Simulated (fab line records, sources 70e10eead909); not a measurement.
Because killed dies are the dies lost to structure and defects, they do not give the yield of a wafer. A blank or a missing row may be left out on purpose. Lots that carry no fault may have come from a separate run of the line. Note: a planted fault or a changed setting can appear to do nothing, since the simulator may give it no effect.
fab line records | flow nand_harc
[record] lots = 6 | wafers = 18 | last_day = 34
route steps=1302 shown P_M1@295 END@1302
lots untouched by any fault: they come from a run of this same line in which no faults occurred
start_h: the number of hours between the record's first day and the start of the first shown wafer of the lot | wait_h: time in hours since the lot's previous step | " the same as in the row above | L1.1+2: several wafers, shown together as one row | - no value, or no start given | * or withheld: withheld | < > ~ a bound
route shown NAME@n: a module of which the file shows steps, and the number in the route of the first | usual: mean/standard deviation taken from wafers without a fault | same: alike in all rows | chamber/n: place in a boat | sites: readings site by site | _std_site: how widely they spread, as a standard deviation | _edge_site: inner sites' mean taken away from outer sites' mean | radius_mm: for every site, how far away it sits from the centre of the wafer | mask NAME#n: copy n | behind: tool/chamber where the wafer was last shaped | hold: reason for holding the lot/hours on hold/outcome of the hold | device: transistor that didn't switch, given as n, p or np | end of line: the route-end tests of the same wafers | a step given without rows: its recipe and nothing more | killed: the dies lost at the first sort to structure and to defects; this is not the yield of the wafer | map: dies across one wafer; x = killed, . = not, _ = none there
set.NAME: setting as actually run; set.NAME@STEP: the setting as run at that earlier step | model.NAME: the simulator's own value behind a step, which no gauge read
lots at some steps of the route; a table a step, a row a wafer
services: from which hour (start_h, from the record's first day; less than 0 if before it) a tool's chamber was out of use, for how many hours, and why
[[steps]]
[step NHARC_P_M1_CD_MEAS_09]
[recipe] target_cd_nm = 130 | landing_energy_ev = 500
[usual] cd_nm = 129.9/0.48
[same] landing_energy_ev = 500
lot.wafer | tool      | chamber | start_h | wait_h | cd_nm
L501.1    | cd_sem-02 | 0       | 202.32  | -      | 129.5
L501.3    | "         | 0       | "       | "      | 130.0
L501.4    | "         | 0       | "       | "      | 129.7
L502.3    | cd_sem-03 | 0       | 202.57  | -      | 129.9
L502.5    | "         | 0       | "       | "      | 129.6
L502.6    | "         | 0       | "       | "      | 129.4
L506.1    | cd_sem-03 | 0       | 240.27  | -      | 130.0
L506.2    | "         | 0       | "       | "      | 130.4
L506.6    | "         | 0       | "       | "      | 129.9
L514.1    | cd_sem-02 | 0       | 324.62  | -      | 130.3
L514.2    | "         | 0       | "       | "      | 129.4
L514.3    | "         | 0       | "       | "      | 130.7
L515.3    | cd_sem-01 | 0       | 332.82  | -      | 130.4
L515.4    | "         | 0       | "       | "      | 129.9
L515.6    | "         | 0       | "       | "      | 130.1
L516.4    | cd_sem-03 | 0       | 346.45  | -      | 130.4
L516.5    | "         | 0       | "       | "      | 129.7
L516.6    | "         | 0       | "       | "      | 130.4
[step NHARC_P_M1_OVL_MEAS_10]
[recipe] pitch_nm = 260
[usual] overlay_x_nm = -0.1/0.6 | overlay_y_nm = -0.1/0.77
lot.wafer | tool       | chamber | start_h | wait_h | overlay_x_nm | overlay_y_nm
L501.1    | overlay-01 | -       | 202.41  | -      | -0.1         | 0.5
L501.3    | "          | -       | "       | "      | -0.3         | 0.6
L501.4    | "          | -       | "       | "      | 0.1          | -0.1
L502.3    | overlay-02 | -       | 202.65  | -      | 0.3          | -0.6
L502.5    | "          | -       | "       | "      | 0.2          | -0.6
L502.6    | "          | -       | "       | "      | 0.1          | -0.9
L506.1    | overlay-02 | -       | 240.36  | -      | 0.9          | 0.2
L506.2    | "          | -       | "       | "      | 0.5          | -0.2
L506.6    | "          | -       | "       | "      | 0.3          | 0.6
L514.1    | overlay-01 | -       | 324.70  | -      | 0.1          | 0.3
L514.2    | "          | -       | "       | "      | 0.1          | 0.9
L514.3    | "          | -       | "       | "      | -0.6         | 0.9
L515.3    | overlay-02 | -       | 332.90  | -      | 0.7          | -1.8
L515.4    | "          | -       | "       | "      | -0.1         | -1.0
L515.6    | "          | -       | "       | "      | -0.1         | -1.8
L516.4    | overlay-01 | -       | 346.53  | -      | 1.5          | 0.0
L516.5    | "          | -       | "       | "      | 1.1          | -0.2
L516.6    | "          | -       | "       | "      | 0.9          | 0.2
[step NHARC_P_M1_INSPECT_11]
[usual] raw_defect_count = 4.7/2.8
lot.wafer | tool              | chamber | start_h | wait_h | raw_defect_count
L501.1    | defect_inspect-01 | -       | 202.45  | 0.0    | 1
L501.3    | "                 | -       | "       | "      | 3
L501.4    | "                 | -       | "       | "      | 4
L502.3    | defect_inspect-02 | -       | 202.69  | 0.0    | 5
L502.5    | "                 | -       | "       | "      | 4
L502.6    | "                 | -       | "       | "      | 1
L506.1    | defect_inspect-01 | -       | 240.39  | 0.0    | 2
L506.2    | "                 | -       | "       | "      | 2
L506.6    | "                 | -       | "       | "      | 3
L514.1    | defect_inspect-01 | -       | 324.74  | 0.0    | 4
L514.2    | "                 | -       | "       | "      | 5
L514.3    | "                 | -       | "       | "      | 4
L515.3    | defect_inspect-01 | -       | 332.94  | 0.0    | 3
L515.4    | "                 | -       | "       | "      | 1
L515.6    | "                 | -       | "       | "      | 5
L516.4    | defect_inspect-01 | -       | 346.56  | 0.0    | 4
L516.5    | "                 | -       | "       | "      | 4
L516.6    | "                 | -       | "       | "      | 7
[step NHARC_P_M1_DESCUM_14]
[recipe] time_s = 3 | o2_flow_sccm = 200 | ar_flow_sccm = 0 | bias_power_w = 0 | chemistry = O2
[step NHARC_P_M1_ETCH_35]
[recipe] target_depth_a = 400 | overetch_a = 120 | time_s = 43.94 | ion_energy_ev = 200 | n2_flow_sccm = 150 | h2_flow_sccm = 150 | ar_flow_sccm = 0 | rf_w = 400 | bias_w = 150 | chemistry = N2/H2
[usual] drypump_motor_current_A = 5.8/0.56 | oes_product_au = 1.001/0.0083 | rf_vpp_V = 429.0/2.3 | showerhead_plenum_p_Torr = 1.99/0.076 | throttle_valve_pct = 14.172/0.0087
lot.wafer | tool        | chamber | start_h | wait_h | drypump_motor_current_A | oes_product_au | rf_hours_counter_h | rf_vpp_V | showerhead_plenum_p_Torr | throttle_valve_pct
L501.3    | rie_diel-12 | 1       | 202.60  | 0.1    | 6.6                     | 0.984          | 9                  | 430.0    | 2.03                     | 14.154
L501.4    | "           | 3       | "       | "      | 5.1                     | 1.001          | 8                  | 427.5    | 1.90                     | 14.178
L501.1    | "           | 0       | "       | "      | 6.0                     | 1.007          | 9                  | 429.0    | 1.99                     | 14.166
L502.3    | rie_diel-12 | 1       | 202.83  | 0.1    | 6.6                     | 0.993          | 9                  | 430.6    | 2.03                     | 14.180
L502.6    | "           | 1       | "       | "      | 6.6                     | 0.993          | -                  | 429.4    | 2.02                     | 14.171
L502.5    | "           | 2       | "       | "      | 5.2                     | 0.996          | -                  | 427.7    | 1.96                     | 14.160
L506.2    | rie_diel-12 | 2       | 240.56  | 0.1    | 5.2                     | 1.007          | 11                 | 429.1    | 1.96                     | 14.187
L506.1    | "           | 0       | "       | "      | 6.0                     | 1.008          | 13                 | 430.3    | 1.98                     | 14.174
L506.6    | "           | 3       | "       | "      | 5.1                     | 1.009          | -                  | 426.1    | 1.89                     | 14.168
L514.2    | rie_diel-08 | 1       | 324.89  | 0.1    | 6.8                     | 0.994          | 8                  | 431.8    | 2.06                     | 14.162
L514.3    | "           | 2       | "       | "      | 5.9                     | 0.979          | 8                  | 428.2    | 2.00                     | 14.174
L514.1    | "           | 3       | "       | "      | 5.9                     | 0.996          | 8                  | 435.9    | 2.19                     | 14.174
L515.4    | rie_diel-08 | 3       | 333.08  | 0.1    | 5.9                     | 0.991          | 9                  | 434.8    | 2.19                     | 14.168
L515.3    | "           | 1       | "       | "      | 6.8                     | 1.000          | 9                  | 431.3    | 2.06                     | 14.155
L515.6    | "           | 3       | "       | "      | 5.9                     | 0.992          | -                  | 433.8    | 2.19                     | 14.162
L516.4    | rie_diel-12 | 0       | 346.71  | 0.1    | 6.0                     | 1.003          | 6                  | 427.7    | 1.98                     | 14.163
L516.5    | "           | 0       | "       | "      | 6.0                     | 1.003          | -                  | 426.5    | 1.98                     | 14.174
L516.6    | "           | 1       | "       | "      | 6.5                     | 0.991          | -                  | 430.6    | 2.02                     | 14.176
[step NHARC_P_M1_ETCH_15]
[recipe] target_depth_a = 1825 | time_s = 91.2 | c4f8_flow_sccm = withheld | ar_flow_sccm = 400 | rf_w = 600 | bias_w = 300 | chemistry = C4F8/Ar
[usual] oes_product_au = 0.955/0.02 | rf_vpp_V = 439.4/2.1
lot.wafer | tool        | chamber | start_h | wait_h | oes_product_au | rf_hours_counter_h | rf_vpp_V
L501.1    | rie_diel-12 | 0       | -       | -      | 0.925          | 9                  | 440.4
L501.4    | "           | 2       | "       | "      | 0.938          | 9                  | 438.9
L501.3    | "           | 3       | "       | "      | 0.924          | 8                  | 436.7
L502.3    | rie_diel-12 | 2       | -       | -      | 0.940          | 9                  | 439.4
L502.6    | "           | 0       | "       | "      | 0.944          | -                  | 439.2
L502.5    | "           | 1       | "       | "      | 0.926          | -                  | 440.5
L506.1    | rie_diel-12 | 3       | -       | -      | 0.930          | 11                 | 436.3
L506.2    | "           | 2       | "       | "      | 0.920          | 11                 | 438.8
L506.6    | "           | 0       | "       | "      | 0.929          | -                  | 440.0
L514.3    | rie_diel-08 | 3       | -       | -      | 0.917          | 8                  | 444.7
L514.2    | "           | 0       | "       | "      | 0.926          | 8                  | 437.1
L514.1    | "           | 1       | "       | "      | 0.927          | 8                  | 440.5
L515.3    | rie_diel-08 | 0       | -       | -      | 0.981          | 9                  | 437.5
L515.4    | "           | 2       | "       | "      | 0.940          | 9                  | 439.3
L515.6    | "           | 1       | "       | "      | 0.972          | -                  | 440.7
L516.4    | rie_diel-12 | 1       | -       | -      | 0.952          | 5                  | 440.5
L516.5    | "           | 3       | "       | "      | 0.965          | -                  | 436.6
L516.6    | "           | 0       | "       | "      | 0.971          | -                  | 438.9
[step NHARC_P_M1_CD_MEAS_16]
[usual] cd_nm = 130.0/0.55
lot.wafer | tool      | chamber | start_h | wait_h | cd_nm
L501.1    | cd_sem-02 | -       | 202.82  | -      | 130.0
L501.3    | "         | -       | "       | "      | 130.4
L501.4    | "         | -       | "       | "      | 129.7
L502.3    | cd_sem-03 | -       | 203.06  | -      | 129.6
L502.5    | "         | -       | "       | "      | 130.4
L502.6    | "         | -       | "       | "      | 129.7
L506.1    | cd_sem-03 | -       | 240.80  | -      | 130.1
L506.2    | "         | -       | "       | "      | 130.6
L506.6    | "         | -       | "       | "      | 130.3
L514.1    | cd_sem-03 | -       | 325.11  | -      | 131.0
L514.2    | "         | -       | "       | "      | 129.7
L514.3    | "         | -       | "       | "      | 130.8
L515.3    | cd_sem-01 | -       | 333.31  | -      | 130.1
L515.4    | "         | -       | "       | "      | 130.0
L515.6    | "         | -       | "       | "      | 130.1
L516.4    | cd_sem-02 | -       | 346.94  | -      | 129.6
L516.5    | "         | -       | "       | "      | 129.3
L516.6    | "         | -       | "       | "      | 129.8
[step NHARC_P_M1_STRIP_18]
[recipe] power_w = 1000 | n2_flow_sccm = 150 | h2_flow_sccm = 150 | ar_flow_sccm = 0 | bias_w = 0 | chemistry = N2/H2
[usual] drypump_motor_current_A = 5.9/0.53 | oes_product_au = 0.998/0.0087 | power_w = 1000/3.3 | rf_vpp_V = 90.5/1 | showerhead_plenum_p_Torr = 2.00/0.086 | throttle_valve_pct = 14.170/0.01
lot.wafer | tool        | chamber | start_h | wait_h | drypump_motor_current_A | oes_product_au | power_w | rf_hours_counter_h | rf_vpp_V | showerhead_plenum_p_Torr | throttle_valve_pct
L501.1    | rie_diel-10 | 0       | 202.92  | 0.1    | 6.3                     | 1.010          | 1003    | 39                 | 91.5     | 2.06                     | 14.153
L501.4    | "           | 1       | "       | "      | 5.2                     | 1.008          | 999     | 41                 | 90.1     | 1.99                     | 14.169
L501.3    | "           | 2       | "       | "      | 6.0                     | 1.001          | 998     | 40                 | 90.4     | 1.93                     | 14.172
L502.3    | rie_diel-08 | 0       | 203.12  | 0.1    | 5.8                     | 0.992          | 1004    | 1                  | 88.6     | 1.91                     | 14.176
L502.6    | "           | 0       | "       | "      | 5.8                     | 0.993          | 997     | -                  | 90.5     | 1.91                     | 14.159
L502.5    | "           | 1       | "       | "      | 6.8                     | 0.991          | 998     | -                  | 90.4     | 2.06                     | 14.176
L506.2    | rie_diel-08 | 1       | 240.88  | 0.1    | 6.8                     | 0.992          | 998     | 3                  | 91.8     | 2.06                     | 14.145
L506.1    | "           | 3       | "       | "      | 5.9                     | 0.997          | 997     | 3                  | 90.9     | 2.19                     | 14.174
L506.6    | "           | 2       | "       | "      | 5.9                     | 0.996          | 1001    | -                  | 90.5     | 2.00                     | 14.179
L514.3    | rie_diel-12 | 2       | 325.18  | 0.1    | 5.2                     | 0.997          | 1002    | 3                  | 89.2     | 1.96                     | 14.184
L514.1    | "           | 3       | "       | "      | 5.1                     | 0.994          | 994     | 3                  | 88.0     | 1.89                     | 14.173
L514.2    | "           | 1       | "       | "      | 6.5                     | 1.011          | 998     | 3                  | 90.3     | 2.02                     | 14.174
L515.3    | rie_diel-08 | 3       | 333.38  | 0.1    | 5.9                     | 0.993          | 991     | 9                  | 90.4     | 2.19                     | 14.171
L515.4    | "           | 1       | "       | "      | 6.8                     | 0.999          | 1001    | 9                  | 91.6     | 2.06                     | 14.171
L515.6    | "           | 0       | "       | "      | 5.8                     | 0.999          | 997     | -                  | 90.9     | 1.91                     | 14.165
L516.6    | rie_diel-10 | 1       | 347.11  | 0.2    | 5.1                     | 1.005          | 1007    | -                  | 89.0     | 1.97                     | 14.161
L516.5    | "           | 2       | "       | "      | 6.0                     | 1.011          | 997     | -                  | 91.1     | 1.92                     | 14.166
L516.4    | "           | 0       | "       | "      | 6.3                     | 1.004          | 998     | -                  | 89.1     | 2.05                     | 14.195
[step NHARC_P_M1_ETCH_28]
[recipe] target_depth_a = 300 | over_etch_frac = 0.3 | time_s = 72.99 | ion_energy_ev = 150 | cf4_flow_sccm = 50 | n2_flow_sccm = 100 | ar_flow_sccm = 150 | rf_w = 300 | bias_w = 100 | chemistry = CF4/N2
[usual] drypump_motor_current_A = 5.9/0.52 | oes_product_au = 1.000/0.0081 | rf_vpp_V = 313.4/2 | showerhead_plenum_p_Torr = 2.59/0.1 | throttle_valve_pct = 19.795/0.0081
lot.wafer | tool        | chamber | start_h | wait_h | drypump_motor_current_A | oes_product_au | rf_hours_counter_h | rf_vpp_V | showerhead_plenum_p_Torr | throttle_valve_pct
L501.4    | rie_diel-10 | 3       | -       | -      | 5.6                     | 0.995          | 38                 | 313.8    | 2.55                     | 19.805
L501.1    | "           | 0       | "       | "      | 6.3                     | 1.005          | 39                 | 315.9    | 2.65                     | 19.807
L501.3    | "           | 2       | "       | "      | 6.0                     | 1.000          | 40                 | 311.3    | 2.50                     | 19.797
L502.3    | rie_diel-08 | 0       | -       | -      | 5.8                     | 0.990          | 1                  | 311.6    | 2.47                     | 19.796
L502.5    | "           | 2       | "       | "      | 5.9                     | 0.984          | -                  | 313.0    | 2.58                     | 19.805
L502.6    | "           | 3       | "       | "      | 5.9                     | 0.987          | -                  | 317.0    | 2.80                     | 19.810
L506.2    | rie_diel-08 | 2       | -       | -      | 5.9                     | 0.985          | 3                  | 314.6    | 2.58                     | 19.799
L506.1    | "           | 1       | "       | "      | 6.8                     | 1.003          | 3                  | 313.9    | 2.65                     | 19.798
L506.6    | "           | 2       | "       | "      | 5.9                     | 0.997          | -                  | 313.2    | 2.58                     | 19.816
L514.3    | rie_diel-12 | 1       | -       | -      | 6.6                     | 0.998          | 3                  | 313.6    | 2.60                     | 19.789
L514.1    | "           | 2       | "       | "      | 5.1                     | 1.014          | 3                  | 312.8    | 2.53                     | 19.800
L514.2    | "           | 0       | "       | "      | 6.0                     | 1.011          | 3                  | 311.8    | 2.56                     | 19.795
L515.4    | rie_diel-08 | 1       | -       | -      | 6.8                     | 0.994          | 9                  | 316.1    | 2.65                     | 19.804
L515.3    | "           | 2       | "       | "      | 5.9                     | 0.985          | 9                  | 312.9    | 2.58                     | 19.803
L515.6    | "           | 3       | "       | "      | 5.9                     | 0.988          | -                  | 317.1    | 2.80                     | 19.801
L516.5    | rie_diel-10 | 2       | -       | -      | 5.9                     | 1.019          | -                  | 311.8    | 2.48                     | 19.786
L516.4    | "           | 0       | "       | "      | 6.3                     | 0.999          | -                  | 315.9    | 2.64                     | 19.795
L516.6    | "           | 1       | "       | "      | 5.1                     | 1.006          | -                  | 311.7    | 2.55                     | 19.788
[step NHARC_P_M1_STRIP_19]
[recipe] time_s = 600 | temp_c = 30 | chemistry = post_etch_residue_remover
[step NHARC_P_M1_DEGAS_29]
[recipe] temp_c = 250 | time_s = 60
[usual] heater_power_w = 325/26
lot.wafer | tool           | chamber | start_h | wait_h | heater_power_w
L501.1    | pvd_sputter-03 | -       | 203.53  | -      | 372
L501.4    | "              | -       | "       | "      | 295
L501.3    | "              | -       | "       | "      | 296
L502.3    | pvd_sputter-02 | -       | 203.78  | -      | 281
L502.5    | "              | -       | "       | "      | 372
L502.6    | "              | -       | "       | "      | 340
L506.2    | pvd_sputter-01 | -       | 241.52  | -      | 310
L506.1    | "              | -       | "       | "      | 306
L506.6    | "              | -       | "       | "      | 307
L514.2    | pvd_sputter-01 | -       | 325.82  | -      | 352
L514.3    | "              | -       | "       | "      | 333
L514.1    | "              | -       | "       | "      | 307
L515.4    | pvd_sputter-01 | -       | 334.03  | -      | 338
L515.3    | "              | -       | "       | "      | 301
L515.6    | "              | -       | "       | "      | 341
L516.4    | pvd_sputter-03 | -       | 347.72  | -      | 367
L516.6    | "              | -       | "       | "      | 301
L516.5    | "              | -       | "       | "      | 360
[step NHARC_P_M1_PRE_CLEAN_30]
[recipe] time_s = 30 | temp_c = 280 | gas = H2/He
[step NHARC_P_M1_PVD_20]
[recipe] target_thk_a = 50 | bias_v = 168.6 | power_w = 15000 | chamber_pressure_pa = 0.12 | time_s = 8.06 | substrate_temp_c = 50 | material = TaN
[usual] bias_v = 168.7/1.9 | throttle_valve_pct = 29.9/1.2 | time_s = 8.06/0
lot.wafer | tool           | chamber | start_h | wait_h | bias_v | throttle_valve_pct | time_s
L501.4    | pvd_sputter-03 | -       | 203.64  | -      | 169.4  | 28.0               | 8.06
L501.3    | "              | -       | "       | "      | 170.0  | 31.9               | 8.06
L501.1    | "              | -       | "       | "      | 165.1  | 31.5               | 8.06
L502.3    | pvd_sputter-02 | -       | 203.87  | -      | 171.0  | 29.3               | 8.06
L502.6    | "              | -       | "       | "      | 169.7  | 29.4               | 8.06
L502.5    | "              | -       | "       | "      | 167.3  | 31.3               | 8.06
L506.1    | pvd_sputter-01 | -       | 241.63  | -      | 169.6  | 29.7               | 8.06
L506.2    | "              | -       | "       | "      | 166.8  | 28.7               | 8.06
L506.6    | "              | -       | "       | "      | 164.4  | 28.6               | 8.06
L514.2    | pvd_sputter-01 | -       | 325.94  | -      | 169.9  | 29.8               | 6.3649
L514.3    | "              | -       | "       | "      | 169.1  | 28.8               | 8.06
L514.1    | "              | -       | "       | "      | 168.8  | 29.8               | 8.06
L515.4    | pvd_sputter-01 | -       | 334.13  | -      | 171.1  | 29.7               | 6.3649
L515.3    | "              | -       | "       | "      | 168.1  | 28.5               | 8.06
L515.6    | "              | -       | "       | "      | 171.0  | 28.4               | 8.06
L516.4    | pvd_sputter-03 | -       | 347.85  | -      | 170.7  | 27.4               | 8.06
L516.6    | "              | -       | "       | "      | 169.1  | 31.1               | 8.06
L516.5    | "              | -       | "       | "      | 166.8  | 29.7               | 8.06
[step NHARC_P_M1_PVD_21]
[recipe] target_thk_a = 300 | chamber_pressure_pa = 5 | power_w = 5000 | substrate_temp_c = 30 | time_s = 20.49 | material = Cu
[step NHARC_END_SORT_01]
[recipe] temp_c = 25
[usual] defect_limited_yield = 92.9/2.4 | killed_at_array = 44/16 | killed_at_other = 0.6/1.1 | killed_at_periphery = 3.9/2.6 | killed_dies = 48/16 | killed_open = 3.1/1.9 | killed_short = 2.4/1.8 | sort_bin_2_pct = 2.6/1 | sort_bin_3_pct = 0.6/0.39 | sort_bin_4_pct = 4.0/1.4 | sort_n_pass = 629/16 | sort_rim_yield_pct = 89/4.3 | sort_yield_pct = 92.9/2.4
[same] gross_dies = 677 | sort_bin_5_pct[%] = 0 | sort_bin_6_pct[%] = 0 | sort_bin_7_pct[%] = 0 | sort_bin_8_pct[%] = 0 | sort_rim_n_gross = 106.00
lot.wafer | tool      | chamber | start_h | wait_h | defect_limited_yield[%] | killed_at_array | killed_at_other | killed_at_periphery | killed_dies | killed_open | killed_short | sort_bin_2_pct[%] | sort_bin_3_pct[%] | sort_bin_4_pct[%] | sort_n_pass | sort_rim_yield_pct[%] | sort_yield_pct[%]
L502.3    | prober-02 | 0       | 625.65  | 3.1    | 90.0                    | 67              | 0               | 1                   | 68          | 2           | 4            | 3.8               | 0.4               | 5.8               | 609         | 98                    | 90.0
L502.5    | prober-02 | 0       | 627.26  | 3.7    | 88.2                    | 77              | 1               | 2                   | 80          | 3           | 1            | 4.4               | 1.0               | 6.4               | 597         | 94                    | 88.2
L502.6    | prober-02 | 0       | 628.07  | 4.0    | 91.6                    | 54              | 0               | 3                   | 57          | 6           | 0            | 3.4               | 0.4               | 4.6               | 620         | 82                    | 91.6
L501.1    | prober-01 | 0       | 638.73  | 2.5    | 93.1                    | 42              | 2               | 3                   | 47          | 4           | 7            | 1.5               | 0.3               | 5.2               | 630         | 88                    | 93.1
L501.3    | prober-01 | 0       | 640.35  | 3.1    | 92.9                    | 44              | 1               | 3                   | 48          | 3           | 3            | 2.1               | 0.7               | 4.3               | 629         | 88                    | 92.9
L501.4    | prober-01 | 0       | 641.16  | 3.4    | 92.2                    | 49              | 0               | 4                   | 53          | 4           | 5            | 3.5               | 0                 | 4.3               | 624         | 86                    | 92.2
L514.1    | prober-01 | 0       | 751.51  | 2.5    | 95.0                    | 28              | 0               | 6                   | 34          | 4           | 3            | 2.5               | 0.1               | 2.4               | 643         | 92                    | 95.0
L514.2    | prober-01 | 0       | 752.32  | 2.8    | 94.4                    | 36              | 0               | 2                   | 38          | 2           | 2            | 2.4               | 0.9               | 2.4               | 639         | 90                    | 94.4
L514.3    | prober-01 | 0       | 753.13  | 3.1    | 93.6                    | 41              | 0               | 2                   | 43          | 3           | 6            | 2.8               | 0.1               | 3.4               | 634         | 86                    | 93.6
L516.4    | prober-02 | 0       | 782.51  | 3.4    | 93.5                    | 40              | 0               | 4                   | 44          | 4           | 2            | 2.7               | 0.6               | 3.2               | 633         | 86                    | 93.5
L516.5    | prober-02 | 0       | 783.31  | 3.7    | 93.8                    | 37              | 0               | 5                   | 42          | 1           | 3            | 2.2               | 0.6               | 3.4               | 635         | 90                    | 93.8
L516.6    | prober-02 | 0       | 784.12  | 4.0    | 93.8                    | 39              | 0               | 3                   | 42          | 1           | 2            | 2.5               | 0.1               | 3.5               | 635         | 91                    | 93.8
// killed by level:class
L502.3 A_CHANNEL_HOLE_D2:chamber_film_flake=25 A_CHANNEL_HOLE_D1:chamber_film_flake=17 A_CONTACT:chamber_film_flake=9 A_STAIRCASE:chamber_film_flake=6 A_SGD_CUT:chamber_film_flake=2 A_ONON_D1:geometric_particle:short=1 A_CHANNEL_FILL_D2:geometric_particle:short=1 A_SGD_CUT:geometric_particle:short=1
L502.5 A_CHANNEL_HOLE_D2:chamber_film_flake=28 A_CHANNEL_HOLE_D1:chamber_film_flake=24 A_CONTACT:chamber_film_flake=9 A_STAIRCASE:chamber_film_flake=5 A_SGD_CUT:chamber_film_flake=2 A_M0:chamber_film_flake=2 A_ONON_D1:geometric_particle:short=1 A_CHANNEL_HOLE_D2:geometric_particle:open=1
L502.6 A_CHANNEL_HOLE_D2:chamber_film_flake=16 A_CHANNEL_HOLE_D1:chamber_film_flake=11 A_CONTACT:chamber_film_flake=7 A_STAIRCASE:chamber_film_flake=6 A_M0:chamber_film_flake=5 A_WL_FILL:chamber_film_flake=3 A_CHANNEL_FILL_D1:geometric_particle:open=2 A_CHANNEL_FILL_D2:geometric_particle:open=2
L501.1 A_SLIT:chamber_film_flake=20 A_CHANNEL_HOLE_D2:chamber_film_flake=5 A_CONTACT:chamber_film_flake=5 A_STAIRCASE:chamber_film_flake=3 P_CONTACT:geometric_particle:open=2 A_ONON_D2:geometric_particle:short=2 STARTING-WAFER:geometric_particle:short=2 A_CHANNEL_HOLE_D1:chamber_film_flake=2
L501.3 A_SLIT:chamber_film_flake=19 A_CHANNEL_HOLE_D2:chamber_film_flake=7 A_SGD_CUT:chamber_film_flake=3 A_CHANNEL_HOLE_D1:chamber_film_flake=2 A_CHANNEL_FILL_D1:chamber_film_flake=2 A_STAIRCASE:chamber_film_flake=2 A_WL_FILL:chamber_film_flake=2 A_ONON_D1:geometric_particle:short=1
L501.4 A_SLIT:chamber_film_flake=18 A_STAIRCASE:chamber_film_flake=10 A_CHANNEL_HOLE_D2:chamber_film_flake=7 P_M0:geometric_particle:open=2 A_CHANNEL_HOLE_D1:chamber_film_flake=2 A_SGD_CUT:chamber_film_flake=2 P_CONTACT:geometric_particle:short=1 A_ONON_D1:geometric_particle:short=1
L514.1 A_SLIT:chamber_film_flake=12 A_STAIRCASE:chamber_film_flake=4 A_CONTACT:chamber_film_flake=4 P_M2:chamber_film_flake=3 A_CHANNEL_HOLE_D1:chamber_film_flake=3 P_CONTACT:geometric_particle:open=1 P_M2:geometric_particle:short=1 A_CHANNEL_HOLE_D1:geometric_particle:short=1
L514.2 A_SLIT:chamber_film_flake=20 A_CHANNEL_HOLE_D1:chamber_film_flake=4 A_STAIRCASE:chamber_film_flake=4 A_CONTACT:chamber_film_flake=4 A_ONON_D2:geometric_particle:short=1 A_CHANNEL_FILL_D2:geometric_particle:short=1 A_CONTACT:geometric_particle:open=1 A_M0:geometric_particle:open=1
L514.3 A_SLIT:chamber_film_flake=19 A_CHANNEL_HOLE_D1:chamber_film_flake=7 A_ONON_D1:geometric_particle:short=3 A_CONTACT:chamber_film_flake=3 A_WL_FILL:chamber_film_flake=2 A_CHANNEL_HOLE_D1:geometric_particle:open=1 A_CHANNEL_FILL_D1:geometric_particle:short=1 A_CHANNEL_HOLE_D2:geometric_particle:open=1
L516.4 A_CHANNEL_HOLE_D2:chamber_film_flake=19 A_SLIT:chamber_film_flake=8 A_CONTACT:chamber_film_flake=5 P_M0:geometric_particle:open=1 A_CHANNEL_HOLE_D1:geometric_particle:short=1 A_CHANNEL_FILL_D1:geometric_particle:open=1 A_CHANNEL_FILL_D1:geometric_particle:short=1 A_CHANNEL_FILL_D2:geometric_particle:open=1
L516.5 A_CHANNEL_HOLE_D2:chamber_film_flake=19 A_SLIT:chamber_film_flake=4 A_CONTACT:chamber_film_flake=4 A_STAIRCASE:chamber_film_flake=3 P_GATE:chamber_film_flake=2 P_BONDPAD:chamber_film_flake=2 A_CHANNEL_HOLE_D1:geometric_particle:short=1 A_CHANNEL_FILL_D1:geometric_particle:open=1
L516.6 A_CHANNEL_HOLE_D2:chamber_film_flake=16 A_SLIT:chamber_film_flake=9 A_STAIRCASE:chamber_film_flake=5 A_CHANNEL_HOLE_D1:chamber_film_flake=3 P_GATE:chamber_film_flake=2 A_CHANNEL_FILL_D1:geometric_particle:open=1 A_CHANNEL_FILL_D1:geometric_particle:short=1 A_SGD_CUT:geometric_particle:short=1
[[services]]
tool           | chamber | start_h | hours | kind
rie_diel-08    | -       | 190.80  | 9.0   | pm
rie_diel-08    | 0       | 190.80  | 9.0   | vent_cycle
rie_diel-08    | 1       | 190.80  | 9.0   | vent_cycle
rie_diel-08    | 2       | 190.80  | 9.0   | vent_cycle
rie_diel-08    | 3       | 190.80  | 9.0   | vent_cycle
rie_diel-12    | 0       | 198.54  | -     | clean
rie_diel-12    | 1       | 198.54  | -     | clean
rie_diel-12    | 2       | 198.54  | -     | clean
rie_diel-12    | 3       | 198.54  | -     | clean
rie_diel-08    | 0       | 199.80  | -     | clean
rie_diel-08    | 1       | 199.80  | -     | clean
pvd_sputter-01 | -       | 202.15  | 8.3   | repair
rie_diel-12    | 1       | 219.83  | 6.2   | repair
pvd_sputter-01 | -       | 226.04  | 10.0  | pm
rie_diel-12    | 2       | 231.31  | 7.1   | repair
rie_diel-12    | 3       | 232.37  | 7.8   | repair
rie_diel-12    | 1       | 237.71  | 3.6   | repair
rie_diel-10    | -       | 242.56  | 9.0   | pm
pvd_sputter-01 | -       | 243.21  | 0.9   | repair
rie_diel-12    | -       | 268.40  | 9.0   | pm
pvd_sputter-02 | -       | 282.06  | 10.0  | pm
rie_diel-10    | 2       | 296.65  | 10.1  | repair
rie_diel-10    | 3       | 320.07  | 71.0  | repair
rie_diel-12    | 1       | 333.23  | 5.4   | repair
[[key]]
[first_sign] step = NHARC_P_M1_PVD_20 | reading = time_s | direction = down | sigmas = 99+ | usual = * | struck = *
effect none on later readings
met_at NHARC_P_M1_PVD_20
struck_wafers L514.2,L515.4
onset_between 241.63 325.94
[fault] kind = process_parameter_drift | tool = pvd_sputter-01 | chamber = - | onset_h = 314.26 | steps = NHARC_P_M1_PVD_20 | channel = time_s | offset = * | shape = step | end_h = 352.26 | acts_in = * | stated = * | scope = struck_wafers_only
